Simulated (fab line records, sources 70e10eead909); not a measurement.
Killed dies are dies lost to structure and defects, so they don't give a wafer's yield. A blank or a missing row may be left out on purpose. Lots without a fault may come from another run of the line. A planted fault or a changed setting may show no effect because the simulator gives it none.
fab line records | flow nand_harc
record lots=6 wafers=18 last_day=33
route steps=1302 shown A_CHANNEL_FILL_D2@621
lots that met no fault: from a run of the same line without faults
start_h: hours from the record's first day to the start of the lot's first wafer shown | wait_h: hours since the lot's step before | " the same as in the row above | L1.1+2: a row that stands for several wafers | - no value, or no start given | * or withheld: withheld | < > ~ a bound
route shown NAME@n: a module of which the file shows steps, and the number in the route of the first | usual: mean/standard deviation of fault-free wafers | same: alike in all rows | chamber/n: place in a boat | sites: the reading at each site | _std_site: their standard deviation | _edge_site: outer sites' mean less inner sites' | radius_mm: how far each site lies from the wafer's centre | mask NAME#n: copy n | behind: the tool/chamber that last shaped the wafer | hold: why the lot was held/for how many hours/how that ended | device: the transistor (n, p or np) that didn't switch | end of line: the same wafers' tests at the end of the route | a step without rows: its recipe alone | killed: dies lost to structure and defects at the first sort, not the wafer's yield | map: a wafer's dies, x killed, . not, _ none there
set.NAME: the setting as run; set.NAME@STEP: as run at that earlier step | model.NAME: the simulator's own value behind a step, which no gauge read
lots at some steps of the route; a table a step, a row a wafer
services: from which hour (start_h, from the record's first day; less than 0 if before it) a tool's chamber was out of use, for how many hours, and why
## steps
# step NHARC_A_CHANNEL_FILL_D2_STRIP_28
# recipe time_s=20 o2_flow_sccm=500 ar_flow_sccm=0 bias_w=0 chemistry=O2
# usual chamber_pressure_mTorr=60.00/0.051 drypump_motor_current_A=5.75/0.22 oes_product_au=1.001/0.011 rf_vpp_V=57.6/0.82 showerhead_plenum_p_Torr=3.49/0.13 throttle_valve_pct=17.036/0.0093
# columns lot.wafer tool chamber start_h wait_h chamber_pressure_mTorr drypump_motor_current_A oes_product_au rf_hours_counter_h rf_vpp_V showerhead_plenum_p_Torr throttle_valve_pct
L535.4 rie_diel-13 2 370.94 0.1 60.10 5.61 0.999 0 58.6 3.34 17.034
L535.3 " 3 " " 59.95 6.00 0.995 0 58.4 3.64 17.026
L535.1 " 0 " " 60.05 6.07 1.015 0 57.9 3.53 17.041
L540.4 rie_diel-13 0 402.95 0.1 59.94 6.01 1.026 1 58.4 3.53 17.020
L540.2 " 1 " " 60.00 5.72 1.005 1 59.2 3.52 17.042
L540.5 " 1 " " 60.07 5.70 1.002 - 57.0 3.52 17.037
L541.1 rie_diel-03 0 411.49 0.1 60.06 5.38 1.015 3 57.8 3.36 17.033
L541.2 " 2 " " 59.98 6.05 0.999 4 57.3 3.51 17.038
L541.4 " 3 " " 60.05 5.64 1.006 4 55.4 3.32 17.027
L542.4 rie_diel-13 1 439.97 0.1 60.02 5.67 0.995 2 57.1 3.52 17.040
L542.6 " 3 " " 60.06 6.00 1.000 - 59.1 3.64 17.045
L542.5 " 0 " " 60.00 6.02 1.022 - 58.6 3.53 17.042
L550.4 rie_diel-04 1 520.89 0.1 59.97 5.50 0.996 30 57.2 3.71 17.032
L550.2 " 3 " " 59.99 5.94 0.983 29 57.4 3.47 17.055
L550.5 " 1 " " 60.04 5.52 1.005 - 57.8 3.71 17.022
L553.1 rie_diel-03 2 541.24 0.1 59.95 6.03 0.989 2 57.3 3.50 17.035
L553.2 " 0 " " 60.00 5.40 0.997 2 56.7 3.36 17.042
L553.6 " 3 " " 60.03 5.68 1.001 - 55.1 3.32 17.034
# step NHARC_A_CHANNEL_FILL_D2_PRECLEAN_21
# recipe time_s=30 chemistry=dHF
# step NHARC_A_CHANNEL_FILL_D2_SRD_23
# step NHARC_A_CHANNEL_FILL_D2_CVD_05
# recipe target_thk_a=50 temp_c=550 material=poly-Si
# step NHARC_A_CHANNEL_FILL_D2_ANNEAL_22
# recipe temp_c=620 time_s=7200
# step NHARC_A_CHANNEL_FILL_D2_ALD_25
# recipe target_thk_a=600 pulse_time_s=10 ald_cycles=600 temp_c=300 material=SiOx
# usual heater_power_w=490/29 precursor_pulse_height_rel=1.000/0.023
# same pulse_time_s=10
# columns lot.wafer tool chamber start_h wait_h heater_power_w precursor_pulse_height_rel
L535.3 ald_hk-04 1 382.74 0.1 513 0.972
L535.4 " 2 " " 530 1.022
L535.1 " 0 384.57 1.9 504 0.993
L540.2 ald_hk-04 1 416.39 0.1 511 1.036
L540.4 " 3 417.62 1.3 448 0.990
L540.5 " 1 418.85 2.5 505 1.033
L541.1 ald_hk-02 2 423.23 0.1 462 1.018
L541.2 " 3 " " 530 1.019
L541.4 " 0 " " 457 1.017
L542.4 ald_hk-03 0 451.78 0.0 494 0.975
L542.6 " 0 454.26 2.5 484 0.989
L542.5 " 1 " " 513 0.989
L550.2 ald_hk-04 2 532.77 0.1 510 1.014
L550.4 " 1 534.64 1.9 499 0.976
L550.5 " 2 " " 493 0.961
L553.2 ald_hk-03 0 553.12 0.1 488 1.002
L553.1 " 3 554.97 1.9 416 0.983
L553.6 " 1 556.21 3.1 506 1.003
# step NHARC_A_CHANNEL_FILL_D2_ETCHBACK_08
# recipe target_depth_a=2200 time_s=110 c4f8_flow_sccm=20 ar_flow_sccm=withheld rf_w=600 bias_w=300 chemistry=C4F8
# usual chamber_pressure_mTorr=25.000/0.022 oes_product_au=0.96/0.035 rf_vpp_V=440.3/2.3
# columns lot.wafer tool chamber start_h wait_h chamber_pressure_mTorr oes_product_au rf_hours_counter_h rf_vpp_V
L535.3 rie_diel-04 0 - - 24.959 0.98 2 442.5
L535.1 " 1 " " 25.032 1.00 2 444.5
L535.4 " 2 " " 25.035 1.01 2 443.8
L540.4 rie_diel-13 0 - - 25.035 0.94 1 441.9
L540.2 " 3 " " 25.013 0.92 1 444.7
L540.5 " 0 " " 25.012 0.94 - 439.8
L541.1 rie_diel-13 0 - - 24.980 0.95 2 440.5
L541.2 " 1 " " 24.918 0.94 2 441.4
L541.4 " 3 " " 24.984 0.92 1 442.3
L542.4 rie_diel-13 1 - - 24.975 0.93 2 440.9
L542.5 " 1 " " 25.023 0.91 - 440.8
L542.6 " 2 " " 24.964 0.92 - 437.6
L550.2 rie_diel-13 1 - - 24.943 0.99 0 440.3
L550.4 " 0 " " 24.987 1.01 - 441.9
L550.5 " 2 " " 25.001 1.00 - 439.4
L553.1 rie_diel-13 0 - - 24.964 0.92 1 440.1
L553.2 " 2 " " 25.019 0.92 1 437.0
L553.6 " 1 " " 24.985 0.92 - 438.1
# step NHARC_A_CHANNEL_FILL_D2_STRIP_29
# recipe time_s=20 o2_flow_sccm=500 ar_flow_sccm=0 bias_w=0 chemistry=O2
# usual chamber_pressure_mTorr=60.00/0.053 drypump_motor_current_A=5.78/0.21 oes_product_au=1.000/0.011 rf_vpp_V=57.7/0.86 showerhead_plenum_p_Torr=3.50/0.13 throttle_valve_pct=17.037/0.0093
# columns lot.wafer tool chamber start_h wait_h chamber_pressure_mTorr drypump_motor_current_A oes_product_au rf_hours_counter_h rf_vpp_V showerhead_plenum_p_Torr throttle_valve_pct
L535.1 rie_diel-04 2 - - 59.95 5.62 0.997 2 58.3 3.74 17.032
L535.3 " 0 " " 59.97 5.82 0.989 2 58.6 3.71 17.027
L535.4 " 1 " " 59.91 5.50 1.008 2 57.9 3.72 17.039
L540.2 rie_diel-13 2 - - 59.97 5.60 0.999 1 58.8 3.34 17.045
L540.4 " 0 " " 59.98 6.02 1.021 2 57.9 3.53 17.046
L540.5 " 2 " " 59.98 5.61 0.997 - 55.8 3.34 17.038
L541.4 rie_diel-13 1 - - 60.05 5.71 0.999 2 59.4 3.52 17.045
L541.2 " 3 " " 59.94 6.00 1.002 1 57.6 3.64 17.029
L541.1 " 0 " " 60.04 6.05 1.010 2 57.8 3.53 17.037
L542.4 rie_diel-13 1 - - 59.96 5.69 0.982 2 58.5 3.52 17.040
L542.5 " 3 " " 59.97 6.02 1.003 - 57.9 3.64 17.052
L542.6 " 0 " " 60.05 6.03 1.020 - 56.7 3.53 17.041
L550.2 rie_diel-13 0 538.55 0.2 60.04 6.06 0.997 0 57.3 3.53 17.058
L550.4 " 1 " " 59.88 5.73 0.985 - 58.9 3.52 17.031
L550.5 " 2 " " 60.07 5.63 0.994 - 57.7 3.34 17.030
L553.2 rie_diel-13 1 - - 60.03 5.73 0.986 1 57.7 3.52 17.022
L553.1 " 2 " " 59.92 5.59 0.995 1 57.0 3.34 17.043
L553.6 " 0 " " 59.92 6.09 0.993 - 56.4 3.53 17.032
# step NHARC_A_CHANNEL_FILL_D2_PRECLEAN_30
# recipe time_s=30 chemistry=dHF
# step NHARC_A_CHANNEL_FILL_D2_SRD_31
# step NHARC_A_CHANNEL_FILL_D2_CVD_09
# recipe target_thk_a=1500 temp_c=620 pressure_mtorr=200 time_s=3000 material=poly-Si
# step NHARC_A_CHANNEL_FILL_D2_CMP_10
# recipe target_thk_nm=150
# usual edge_zone_pressure_frac=1.000/0.0046 motor_current_A=11.9/1.3 time_to_endpoint_s=15.7/2.5
# columns lot.wafer tool chamber start_h wait_h edge_zone_pressure_frac motor_current_A time_to_endpoint_s
L535.4 cmp-03 0 395.21 0.4 1.003 11.0 17.6
L535.1 " 1 " " 1.002 11.1 14.3
L535.3 " 2 " " 0.997 14.1 13.8
L540.4 cmp-02 0 427.87 0.4 1.005 11.1 15.4
L540.2 " 3 " " 0.989 13.1 12.6
L540.5 " 1 " " 1.005 9.6 13.8
L541.2 cmp-02 3 434.52 0.4 - - -
L541.4 " 0 " " - - -
L541.1 " 2 " " - - -
L542.4 cmp-01 1 463.25 0.4 - - -
L542.5 " 1 " " - - -
L542.6 " 2 " " - - -
L550.4 cmp-01 1 544.15 0.4 1.003 13.0 18.6
L550.2 " 2 " " 0.997 11.6 14.6
L550.5 " 3 " " 1.003 10.8 18.6
L553.1 cmp-03 3 564.47 0.4 1.004 14.2 12.5
L553.2 " 0 " " 0.994 11.3 15.9
L553.6 " 3 " " 0.995 14.7 12.5
## services
# columns tool chamber start_h hours kind
rie_diel-03 2 348.50 3.1 repair
rie_diel-04 - 352.64 2.5 repair
rie_diel-04 - 355.41 9.0 pm
cmp-03 - 358.00 4.0 pm
rie_diel-13 3 372.48 2.4 repair
cmp-02 - 382.05 3.1 repair
cmp-03 - 382.81 1.2 repair
cmp-01 - 383.55 4.0 pm
ald_hk-03 - 390.31 10.0 pm
cmp-03 - 392.61 1.0 repair
ald_hk-04 - 402.82 2.4 repair
cmp-02 - 406.83 5.7 repair
cmp-03 - 420.50 1.9 repair
cmp-02 - 426.79 0.6 repair
cmp-03 - 427.24 0.9 repair
cmp-02 - 428.50 4.0 pm
cmp-01 - 428.52 2.9 repair
ald_hk-04 - 433.32 10.0 pm
rie_diel-04 2 436.18 13.1 repair
rie_diel-13 1 441.47 7.9 repair
rie_diel-13 3 452.23 4.0 repair
rie_diel-13 0 477.87 34.1 repair
rie_diel-13 - 519.00 9.0 pm
rie_diel-04 - 532.41 9.0 pm
## key
first_sign step=NHARC_A_CHANNEL_FILL_D2_CMP_10 reading=tool_record direction=missing
effect none on later readings
met_at NHARC_A_CHANNEL_FILL_D2_CMP_10
struck_wafers L541.1,L541.2,L541.4,L542.4,L542.5,L542.6
later_rows_left_out L541.1,L541.2,L541.4,L542.4,L542.5,L542.6
sort_left_out L541.1,L541.2,L541.4,L542.4,L542.5,L542.6
tester_left_out L541,L542
onset_between 427.87 434.52
fault kind=skipped_step_whole tool=cmp-01,cmp-02 chamber=- onset_h=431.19 steps=NHARC_A_CHANNEL_FILL_D2_CMP_10 scope=struck_lots_only
# tester_left_out: of these lots the tester's yield and bins aren't shown, on N5 and GAA mostly nor the transistor test; their killed dies are dies lost to structure and defects alone, not to doping, threshold or leakage, so they don't give the yield
# sort_left_out: the simulated sort isn't trusted on such a fault, so these wafers' sort isn't shown, and their yield isn't known
# later_rows_left_out: the simulator's readings of these wafers behind a module that went badly wrong aren't trusted and aren't shown, but for the sort
